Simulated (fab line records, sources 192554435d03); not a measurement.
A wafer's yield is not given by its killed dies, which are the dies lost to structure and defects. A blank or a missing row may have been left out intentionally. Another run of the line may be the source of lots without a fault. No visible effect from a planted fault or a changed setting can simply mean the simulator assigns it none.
fab line records ; flow n5_finfet
[record] lots = 8; wafers = 24; last_day = 17
route steps=1938 shown BEOL_M1@766 BEOL_M4@1111
lots that met no fault: from a run of the same line without faults
start_h: start of the lot's first displayed wafer, in hours after the record's first day ; wait_h: hours from the lot's prior step to this one ; " unchanged from the row above ; L1.1+2: several wafers, shown together as one row ; - no value, or no start given ; * or withheld: withheld ; < > ~ a bound
route shown NAME@n: names a module that has steps shown in the file, with the first one's number in the route ; usual: mean/standard deviation taken from wafers without a fault ; same: alike in all rows ; chamber/n: place in a boat ; sites: the reading at each site ; _std_site: standard deviation across them ; _edge_site: inner sites' mean taken away from outer sites' mean ; radius_mm: for every site, how far away it sits from the centre of the wafer ; mask NAME#n: copy n ; behind: tool/chamber where the wafer was last shaped ; hold: why the lot went on hold/how many hours it stayed there/how the hold came to an end ; device: the n, p or np transistor that did not switch ; end of line: the route-end tests of the same wafers ; a step without rows: its recipe alone ; killed: at the first sort, the dies lost to defects and structure; wafer yield is something else ; map: the dies of a wafer, with x for killed, . for not killed, _ for no die there
set.NAME: the run value of the setting; set.NAME@STEP: its run value at that earlier step ; model.NAME: the simulator's own value behind a step, which no gauge read
a sample of lots followed through the steps of the route, with each step as a table and each wafer as a row
services: a tool's chamber out of use, with start hour (start_h, from the record's first day; less than 0 if before it), hours out, and reason
[[steps]]
[step N5_BEOL_M1_INSPECT_13]
[recipe] mode = adi; inspect_instrument = brightfield
[usual] raw_defect_count = 396/95
lot.wafer;tool;chamber;start_h;wait_h;raw_defect_count
L497.1;defect_inspect-01;-;121.50;0.1;253
L497.3;defect_inspect-01;-;121.50;0.1;302
L497.5;defect_inspect-01;-;121.50;0.1;226
L500.1;defect_inspect-02;-;139.67;0.1;356
L500.4;defect_inspect-02;-;139.67;0.1;411
L500.6;defect_inspect-02;-;139.67;0.1;343
L499.1;defect_inspect-01;-;142.62;0.1;565
L499.4;defect_inspect-01;-;142.62;0.1;236
L499.5;defect_inspect-01;-;142.62;0.1;402
L501.1;defect_inspect-02;-;144.79;0.1;287
L501.2;defect_inspect-02;-;144.79;0.1;256
L501.3;defect_inspect-02;-;144.79;0.1;327
L504.2;defect_inspect-01;-;177.02;0.0;551
L504.4;defect_inspect-01;-;177.02;0.0;379
L504.5;defect_inspect-01;-;177.02;0.0;325
L517.2;defect_inspect-01;-;250.44;0.0;335
L517.3;defect_inspect-01;-;250.44;0.0;297
L517.5;defect_inspect-01;-;250.44;0.0;372
L519.1;defect_inspect-01;-;259.50;0.1;406
L519.2;defect_inspect-01;-;259.50;0.1;315
L519.6;defect_inspect-01;-;259.50;0.1;381
L520.1;defect_inspect-01;-;262.08;0.1;274
L520.2;defect_inspect-01;-;262.08;0.1;456
L520.4;defect_inspect-01;-;262.08;0.1;230
[step N5_BEOL_M1_ETCH_77]
[recipe] chemistry = N2/H2; target = underlayer; target_depth_a = 65; mask_material = CAR-EUV; time_s = 5.2; ion_energy_ev = 200; pressure_mtorr = 30; source_w = 840; bias_w = 150; n2_flow_sccm = 200; h2_flow_sccm = 200; ends = cleared
[usual] drypump_motor_current_A = 5.8/0.52; etch_rf_on_time_s = 5.23/0.09; oes_product_au = 0.68/0.072; rf_fwd_power_W = 820.0/2.6; rf_vpp_V = 524.3/2.9; showerhead_plenum_p_Torr = 2.56/0.095; throttle_valve_pct = 17.90/0.23
lot.wafer;tool;chamber;start_h;wait_h;drypump_motor_current_A;etch_rf_on_time_s;oes_product_au;rf_fwd_power_W;rf_hours_counter_h;rf_vpp_V;showerhead_plenum_p_Torr;throttle_valve_pct
L497.1;rie_diel-05;1;122.44;0.0;5.8;5.33;0.64;822.1;160;528.4;2.65;18.10
L497.3;rie_diel-05;2;122.44;0.0;5.4;5.12;0.65;818.1;158;524.0;2.54;18.24
L497.5;rie_diel-05;2;122.44;0.0;5.4;5.10;0.65;815.1;-;524.6;2.54;18.24
L500.1;rie_diel-05;3;140.61;0.0;5.7;5.28;0.58;814.6;240;522.5;2.40;18.18
L500.4;rie_diel-05;1;140.61;0.0;5.8;5.25;0.65;812.7;166;526.7;2.65;18.12
L500.6;rie_diel-05;3;140.61;0.0;5.7;5.30;0.58;818.3;-;521.1;2.40;18.17
L499.1;rie_diel-02;1;143.81;0.0;5.5;5.34;0.65;819.4;148;526.4;2.66;18.04
L499.4;rie_diel-02;2;143.81;0.0;5.1;5.36;0.69;820.0;-;520.8;2.47;17.67
L499.5;rie_diel-02;0;143.81;0.0;5.1;5.14;0.84;818.1;-;527.2;2.72;18.00
L501.1;rie_diel-05;3;146.18;0.0;5.8;6.55;0.51;615.6;242;569.0;2.40;18.16
L501.2;rie_diel-05;0;146.18;0.0;5.6;6.60;0.52;616.5;247;571.5;2.51;17.92
L501.3;rie_diel-05;2;146.18;0.0;5.4;6.43;0.58;617.1;166;575.5;2.54;18.23
L504.2;rie_diel-05;2;177.96;0.0;5.4;6.51;0.56;617.2;178;574.5;2.53;18.24
L504.4;rie_diel-05;1;177.96;0.0;5.9;6.63;0.57;619.6;-;576.6;2.64;18.14
L504.5;rie_diel-05;0;177.96;0.0;5.6;6.41;0.75;615.9;-;572.1;2.50;17.49
L517.2;rie_diel-06;0;251.51;0.0;5.7;5.20;0.71;821.6;62;525.6;2.59;17.66
L517.3;rie_diel-06;1;251.51;0.0;5.5;5.30;0.61;818.9;202;520.1;2.42;17.95
L517.5;rie_diel-06;2;251.51;0.0;6.5;5.27;0.63;822.4;-;522.9;2.52;17.85
L519.1;rie_diel-05;0;260.82;0.0;5.6;5.12;0.77;823.9;25;525.5;2.49;17.51
L519.2;rie_diel-05;3;260.82;0.0;5.8;5.23;0.78;816.8;17;527.4;2.70;17.78
L519.6;rie_diel-05;2;260.82;0.0;5.4;5.20;0.61;816.6;-;524.5;2.52;18.33
L520.1;rie_diel-02;3;263.19;0.0;6.6;5.05;0.77;819.2;36;523.1;2.58;17.48
L520.2;rie_diel-02;2;263.19;0.0;5.1;5.24;0.67;819.9;101;522.2;2.46;17.72
L520.4;rie_diel-02;1;263.19;0.0;5.5;5.25;0.62;819.8;188;527.6;2.64;18.13
[step N5_BEOL_M1_VIA_ETCH_34]
[recipe] chemistry = C4F6/O2; target_depth_a = 678; mask_material = SOC; pressure_mtorr = 15; ion_energy_ev = 250; taper_deg = 4; time_s = 64.4; source_w = 350; bias_w = 170; Ar_flow_sccm = 300; C4F6_flow_sccm = 10; O2_flow_sccm = 10
[usual] O2_flow_sccm = 10.003/0.029; drypump_motor_current_A = 5.7/0.49; oes_product_au = 0.80/0.082; rf_fwd_power_W = 347.0/1.4; rf_vpp_V = 662/4.3; showerhead_plenum_p_Torr = 2.87/0.1; throttle_valve_pct = 30.78/0.25
lot.wafer;tool;chamber;start_h;wait_h;O2_flow_sccm;drypump_motor_current_A;oes_product_au;rf_fwd_power_W;rf_hours_counter_h;rf_vpp_V;showerhead_plenum_p_Torr;throttle_valve_pct
L497.1;rie_diel-05;2;123.71;0.0;10.013;5.4;0.76;347.5;158;670;2.84;31.09
L497.3;rie_diel-05;0;123.71;0.0;9.968;5.6;0.70;345.6;242;667;2.80;30.56
L497.5;rie_diel-05;2;123.71;0.0;10.005;5.4;0.76;348.5;-;669;2.84;31.08
L500.1;rie_diel-05;0;141.79;0.0;10.009;5.6;0.69;344.7;245;667;2.80;30.56
L500.4;rie_diel-05;1;141.79;0.0;9.986;5.9;0.76;347.1;166;660;2.96;31.04
L500.6;rie_diel-05;0;141.79;0.0;10.019;5.6;0.69;344.9;-;667;2.80;30.56
L499.1;rie_diel-02;1;153.07;0.0;9.996;5.5;0.74;346.0;150;658;2.94;30.71
L499.4;rie_diel-02;2;153.07;0.0;10.000;5.1;0.81;346.1;-;660;2.76;30.59
L499.5;rie_diel-02;1;153.07;0.0;10.004;5.6;0.75;345.7;-;660;2.94;30.74
L501.1;rie_diel-05;1;153.99;0.0;9.950;5.8;0.76;348.6;169;660;2.95;31.04
L501.2;rie_diel-05;2;153.99;0.0;9.967;5.4;0.75;347.7;169;670;2.84;31.09
L501.3;rie_diel-05;3;153.99;0.0;9.967;5.7;0.67;349.0;244;655;2.69;30.97
L504.2;rie_diel-05;0;187.37;0.0;9.993;5.6;0.99;346.9;3;668;2.79;30.34
L504.4;rie_diel-05;2;187.37;0.0;10.026;5.4;0.74;349.2;-;670;2.83;31.09
L504.5;rie_diel-05;1;187.37;0.0;9.974;5.8;0.75;348.8;-;659;2.95;31.06
L517.2;rie_diel-02;0;252.34;0.0;10.049;5.1;0.87;351.2;40;657;3.01;31.07
L517.3;rie_diel-02;3;252.34;0.0;10.008;6.6;0.89;349.3;33;665;2.89;30.44
L517.5;rie_diel-02;0;252.34;0.0;10.047;5.1;0.88;348.1;-;659;3.01;31.09
L519.1;rie_diel-06;1;264.78;0.0;10.031;5.5;0.71;344.5;206;663;2.72;30.87
L519.2;rie_diel-06;2;264.78;0.0;9.953;6.5;0.76;346.9;176;668;2.84;30.92
L519.6;rie_diel-06;2;264.78;0.0;9.989;6.5;0.76;347.4;-;667;2.84;30.93
L520.1;rie_diel-06;2;269.77;0.0;10.010;6.5;0.75;348.4;177;668;2.84;30.93
L520.2;rie_diel-06;1;269.77;0.0;10.000;5.6;0.70;346.1;207;664;2.72;30.87
L520.4;rie_diel-06;3;269.77;0.0;10.062;6.6;0.81;347.5;104;657;2.75;30.72
[step N5_BEOL_M1_STRIP_36]
[recipe] chemistry = N2/H2; power_w = 450; temp_c = 40; pressure_mtorr = 20; rf_frequency_hz = 6e+07; overash_fraction = 0.3; bias_power_w = 7; h2_frac = 0.5; n2_flow_sccm = 200; h2_flow_sccm = 200
[usual] drypump_motor_current_A = 5.7/0.5; oes_product_au = 0.80/0.083; rf_vpp_V = 59.3/1.3; showerhead_plenum_p_Torr = 2.57/0.095; temp_c = 39.99/0.11; throttle_valve_pct = 23.7/0.31
lot.wafer;tool;chamber;start_h;wait_h;drypump_motor_current_A;oes_product_au;rf_hours_counter_h;rf_vpp_V;showerhead_plenum_p_Torr;temp_c;throttle_valve_pct
L497.1;rie_diel-05;2;123.77;0.0;5.4;0.76;158;57.2;2.54;40.11;24.1
L497.3;rie_diel-05;0;123.77;0.0;5.6;0.70;242;60.5;2.50;40.19;23.7
L497.5;rie_diel-05;2;123.77;0.0;5.4;0.75;-;60.4;2.54;40.06;24.1
L500.1;rie_diel-05;0;141.85;0.0;5.7;0.71;245;59.1;2.50;40.16;23.7
L500.4;rie_diel-05;1;141.85;0.0;5.9;0.76;166;59.5;2.64;39.90;24.1
L500.6;rie_diel-05;0;141.85;0.0;5.6;0.70;-;57.8;2.50;40.05;23.7
L499.1;rie_diel-02;1;153.12;0.0;5.6;0.75;150;59.8;2.65;40.06;24.0
L499.4;rie_diel-02;2;153.12;0.0;5.1;0.80;-;58.9;2.47;39.89;23.4
L499.5;rie_diel-02;1;153.12;0.0;5.6;0.75;-;59.4;2.65;40.09;24.0
L501.1;rie_diel-05;1;154.05;0.0;5.8;0.75;169;59.5;2.64;39.98;24.1
L501.2;rie_diel-05;2;154.05;0.0;5.4;0.73;169;56.6;2.53;39.76;24.1
L501.3;rie_diel-05;3;154.05;0.0;5.7;0.68;244;59.5;2.39;40.04;24.0
L504.2;rie_diel-05;0;187.43;0.0;5.7;0.99;3;56.1;2.50;39.95;23.4
L504.4;rie_diel-05;2;187.43;0.0;5.4;0.72;-;58.3;2.53;39.85;24.1
L504.5;rie_diel-05;1;187.43;0.0;5.8;0.75;-;59.7;2.64;39.83;24.1
L517.2;rie_diel-02;0;252.40;0.0;5.1;0.87;40;59.1;2.70;39.89;23.9
L517.3;rie_diel-02;3;252.40;0.0;6.6;0.89;33;58.2;2.58;39.72;23.2
L517.5;rie_diel-02;0;252.40;0.0;5.1;0.90;-;60.2;2.70;40.15;23.9
L519.1;rie_diel-06;1;264.84;0.0;5.5;0.72;206;57.5;2.41;39.87;23.8
L519.2;rie_diel-06;2;264.84;0.0;6.5;0.75;176;60.1;2.52;40.12;23.5
L519.6;rie_diel-06;2;264.84;0.0;6.5;0.76;-;58.9;2.52;40.00;23.5
L520.1;rie_diel-06;2;269.83;0.0;6.5;0.75;177;60.4;2.52;40.05;23.5
L520.2;rie_diel-06;1;269.83;0.0;5.5;0.71;207;59.2;2.41;39.92;23.9
L520.4;rie_diel-06;3;269.83;0.0;6.5;0.80;104;58.8;2.46;39.84;23.6
[step N5_BEOL_M4_RC_MEAS_101]
[usual] DIBL_N = 36.3/1.2; DIBL_P = 36.7/1.5; IOFF_N = 0.164/0.02; IOFF_P = 0.214/0.024; ION_N = 673/8.5; ION_P = 461/5.9; SS_N = 71.6/0.44; SS_P = 73.3/0.55; VT_N = 249.4/2.4; VT_P = -250.0/2.3
lot.wafer;tool;chamber;start_h;wait_h;DIBL_N[mV/V];DIBL_P[mV/V];IOFF_N[nA/um];IOFF_P[nA/um];ION_N[uA/um];ION_P[uA/um];SS_N[mV/dec];SS_P[mV/dec];VT_N[mV];VT_P[mV]
L497.1;prober-01;0;158.09;0.0;36.3;35.8;0.162;0.194;674;458;71.9;73.4;249.4;-251.8
L497.3;prober-01;0;158.09;0.0;35.6;34.9;0.149;0.182;654;449;71.7;73.3;250.6;-255.3
L497.5;prober-01;0;158.09;0.0;36.4;35.2;0.160;0.188;655;453;71.4;74.0;249.2;-251.0
L500.1;prober-02;0;174.60;0.0;37.0;37.7;0.187;0.214;688;461;72.5;73.3;246.9;-248.0
L500.4;prober-02;0;174.60;0.0;35.4;36.0;0.150;0.183;673;456;71.9;73.1;251.1;-253.8
L500.6;prober-02;0;174.60;0.0;34.7;35.2;0.138;0.173;665;456;71.7;72.8;250.6;-253.1
L501.1;prober-01;0;188.99;0.0;36.0;36.0;0.149;0.187;658;446;71.7;73.1;253.4;-250.9
L501.2;prober-01;0;188.99;0.0;36.0;35.6;0.144;0.178;661;452;71.4;73.0;253.4;-251.6
L501.3;prober-01;0;188.99;0.0;36.9;37.8;0.173;0.210;673;458;72.4;73.6;250.8;-251.3
L499.1;prober-01;0;194.75;0.0;35.1;36.3;0.140;0.184;657;452;71.0;72.7;250.2;-253.4
L499.4;prober-01;0;194.75;0.0;34.0;34.5;0.123;0.166;662;454;71.6;72.7;251.7;-255.6
L499.5;prober-01;0;194.75;0.0;35.6;37.5;0.162;0.199;678;459;71.6;73.4;249.5;-253.3
L504.2;prober-02;0;225.39;0.2;34.4;35.5;0.140;0.198;668;457;71.3;72.5;252.3;-248.4
L504.4;prober-02;0;225.39;0.2;36.3;37.5;0.174;0.229;675;464;71.7;73.4;248.8;-248.3
L504.5;prober-02;0;225.39;0.2;35.7;36.6;0.159;0.215;668;458;71.5;73.4;250.5;-249.8
L517.2;prober-02;0;286.32;0.2;38.6;37.3;0.201;0.240;679;465;71.2;73.5;245.6;-246.5
L517.3;prober-02;0;286.32;0.2;36.9;36.2;0.162;0.213;664;454;70.9;73.0;249.2;-248.0
L517.5;prober-02;0;286.32;0.2;39.0;37.4;0.196;0.229;666;460;71.8;73.7;246.6;-249.1
L519.1;prober-02;0;302.79;0.0;38.4;38.8;0.186;0.236;677;466;71.4;73.5;249.3;-249.4
L519.2;prober-02;0;302.79;0.0;39.1;39.1;0.205;0.240;685;467;72.2;73.5;246.7;-248.1
L519.6;prober-02;0;302.79;0.0;37.7;37.5;0.175;0.207;684;463;71.6;72.5;248.6;-252.9
L520.1;prober-02;0;307.18;0.0;36.3;38.1;0.159;0.214;680;465;71.2;73.8;251.0;-251.5
L520.2;prober-02;0;307.18;0.0;36.1;38.3;0.160;0.214;672;465;71.2;73.3;251.5;-250.7
L520.4;prober-02;0;307.18;0.0;38.6;40.1;0.200;0.258;682;469;72.3;74.7;247.2;-249.7
[[services]]
tool;chamber;start_h;hours;kind
rie_diel-06;1;113.05;1.8;repair
rie_diel-02;2;113.09;5.5;repair
rie_diel-02;3;114.85;2.7;repair
rie_diel-02;0;118.74;-;clean
rie_diel-02;0;118.74;-;consumable_replace:focus_ring
rie_diel-02;0;118.74;-;consumable_replace:showerhead
rie_diel-02;0;118.74;18.6;scheduled_down
rie_diel-02;0;118.74;18.6;vent_cycle
rie_diel-05;0;134.07;5.7;repair
rie_diel-02;3;143.56;-;clean
rie_diel-02;3;143.56;-;consumable_replace:focus_ring
rie_diel-02;3;143.56;16.6;scheduled_down
rie_diel-02;3;143.56;16.6;vent_cycle
rie_diel-05;0;159.98;-;clean
rie_diel-05;0;159.98;-;consumable_replace:focus_ring
rie_diel-05;0;159.98;15.6;scheduled_down
rie_diel-05;0;159.98;15.6;vent_cycle
rie_diel-05;3;175.58;-;clean
rie_diel-05;3;175.58;-;consumable_replace:focus_ring
rie_diel-05;3;175.58;-;consumable_replace:showerhead
rie_diel-05;3;175.58;22.7;scheduled_down
rie_diel-05;3;175.58;22.7;vent_cycle
rie_diel-02;2;187.47;42.2;repair
rie_diel-05;-;197.43;0.5;repair
[[key]]
[first_sign] step = N5_BEOL_M1_ETCH_77; reading = rf_fwd_power_W; direction = down; sigmas = 80; usual = *; struck = *
[effect] step = N5_BEOL_M1_ETCH_77; reading = rf_vpp_V; direction = up; sigmas = 17; usual = 524.3; struck = 573.2
met_at N5_BEOL_M1_ETCH_77
struck_lots L501,L504
not_acting_at N5_BEOL_M1_INSPECT_13,N5_BEOL_M1_VIA_ETCH_34,N5_BEOL_M1_STRIP_36
onset_between 140.61 146.18
[fault] kind = process_parameter_drift; tool = rie_diel-05; chamber = -; onset_h = 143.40; steps = N5_BEOL_M1_ETCH_77; channel = source_w; offset = -201.6; shape = step; end_h = 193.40; acts_in = these_recipes_only; stated = 840
